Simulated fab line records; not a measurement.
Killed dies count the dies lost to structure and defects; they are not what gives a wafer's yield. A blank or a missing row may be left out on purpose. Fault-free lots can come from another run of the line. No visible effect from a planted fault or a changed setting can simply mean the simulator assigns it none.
Lot-split experiment | flow n5 finfet | 39 wafers read across 7 lots, on a route 1938 steps long

## ON THE SPLIT
At N5_BEOL_M11_ETCH_41 (etches SiCN in CH3F/O2, target depth 42.6 nm, time 86 s), the setting time s was moved away from the recipe's 86 s on 12 of the 39 wafers read, by -44.3% to +39.8%. For the rest of the wafers, this setting stayed at what the recipe calls for.

Reading taken at the split's own step.

## THE READING
etch.depth nm (the simulator's own value, which no gauge read), in nm, at N5_BEOL_M11_ETCH_41 (etches SiCN in CH3F/O2, target depth 42.6 nm, time 86 s). No usual value for it is given in the file. The 27 wafers here that ran the recipe average 32.14 nm, standard deviation 0.8 nm.

wafer  | tool, chamber at the split | time s as run, s | against the recipe | etch.depth nm, nm | against lot-mates on the recipe
L076.1 | rie diel-04, 3             | 86               | recipe             | 32.79             | -
L076.2 | rie diel-04, 1             | 114.2            | +32.8%             | 43.99             | +11.69
L076.3 | rie diel-04, 0             | 114.2            | +32.8%             | 43.09             | +10.79
L076.4 | rie diel-04, 2             | 114.2            | +32.8%             | 41.52             | +9.22
L076.5 | rie diel-04, 1             | 86               | recipe             | 32.92             | -
L076.6 | rie diel-04, 2             | 86               | recipe             | 31.18             | -
L077.1 | rie diel-06, 3             | 86               | recipe             | 31.26             | -
L077.2 | rie diel-06, 0             | 86               | recipe             | 33.46             | -
L077.6 | rie diel-06, 0             | 86               | recipe             | 33.06             | -
L081.1 | rie diel-02, 1             | 86               | recipe             | 33.21             | -
L081.2 | rie diel-02, 3             | 47.9             | -44.3%             | 18.59             | -13.74
L081.3 | rie diel-02, 0             | 86               | recipe             | 32.55             | -
L081.4 | rie diel-02, 2             | 86               | recipe             | 31.23             | -
L081.5 | rie diel-02, 0             | 47.9             | -44.3%             | 18.15             | -14.18
L081.6 | rie diel-02, 3             | 47.9             | -44.3%             | 18.54             | -13.79
L084.1 | rie diel-02, 0             | 86               | recipe             | 31.97             | -
L084.2 | rie diel-02, 2             | 86               | recipe             | 31.01             | -
L084.3 | rie diel-02, 3             | 120.2            | +39.8%             | 45.7              | +13.94
L084.4 | rie diel-02, 1             | 120.2            | +39.8%             | 45.6              | +13.84
L084.5 | rie diel-02, 1             | 120.2            | +39.8%             | 45.73             | +13.97
L084.6 | rie diel-02, 0             | 86               | recipe             | 32.3              | -
L088.1 | rie diel-06, 0             | 86               | recipe             | 33.2              | -
L088.2 | rie diel-06, 1             | 86               | recipe             | 31.75             | -
L088.3 | rie diel-06, 2             | 86               | recipe             | 32.23             | -
L088.4 | rie diel-06, 3             | 86               | recipe             | 31.41             | -
L088.5 | rie diel-06, 1             | 86               | recipe             | 31.35             | -
L088.6 | rie diel-06, 0             | 86               | recipe             | 32.74             | -
L095.1 | rie diel-06, 0             | 86               | recipe             | 33.05             | -
L095.2 | rie diel-06, 2             | 86               | recipe             | 32.02             | -
L095.6 | rie diel-06, 2             | 86               | recipe             | 32.02             | -
L095.3 | rie diel-06, 3             | 86               | recipe             | 31.52             | -
L095.4 | rie diel-06, 0             | 86               | recipe             | 33.09             | -
L095.5 | rie diel-06, 3             | 86               | recipe             | 31.2              | -
L093.1 | rie diel-02, 3             | 86               | recipe             | 32.94             | -
L093.2 | rie diel-02, 1             | 104.7            | +21.7%             | 40.43             | +8.68
L093.3 | rie diel-02, 2             | 86               | recipe             | 31.13             | -
L093.4 | rie diel-02, 0             | 104.7            | +21.7%             | 39.64             | +7.89
L093.5 | rie diel-02, 1             | 104.7            | +21.7%             | 40.41             | +8.66
L093.6 | rie diel-02, 2             | 86               | recipe             | 31.18             | -

FIT RESULTS
A straight line over all 39 wafers: etch.depth nm changes by +0.327 nm for each +1% of time s; r = +0.99; the points scatter about the line by 0.82 nm.
The same after taking each lot's own level away (the mean of its wafers on the recipe; 39 wafers): +0.332 nm for each +1%; r = +0.99; scatter 0.84 nm.
The reading moves by 15 nm for the largest change in time s, on that fit.
Measured against the standard deviation above, the lots' own levels, which go from 31.750 to 32.593 nm, span 1.1 times it.
Hence the lot-to-lot level has little effect on the slope; both slopes agree.
Check: -14.7 nm against its lot-mates is what the line predicts for one of the wafers moved furthest among these (-44.3%) when that wafer is left out of the fit. Against them it came out at -13.7 nm.

## OTHER SPLITS APPLIED TO THESE WAFERS
Before the reading, these wafers also passed through other splits. Each is held against what the fit with the lots' levels taken away leaves over:
other split on the same wafers | wafers away from the commonest value | r with etch.depth nm (lot level and that fit taken away)
N5_BEOL_M10_ETCH_62 time s     | 12                                   | +0.14

## THE FILE'S OWN FIT
etch.depth nm changes by +0.334 nm for each +1% of time s, r = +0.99.
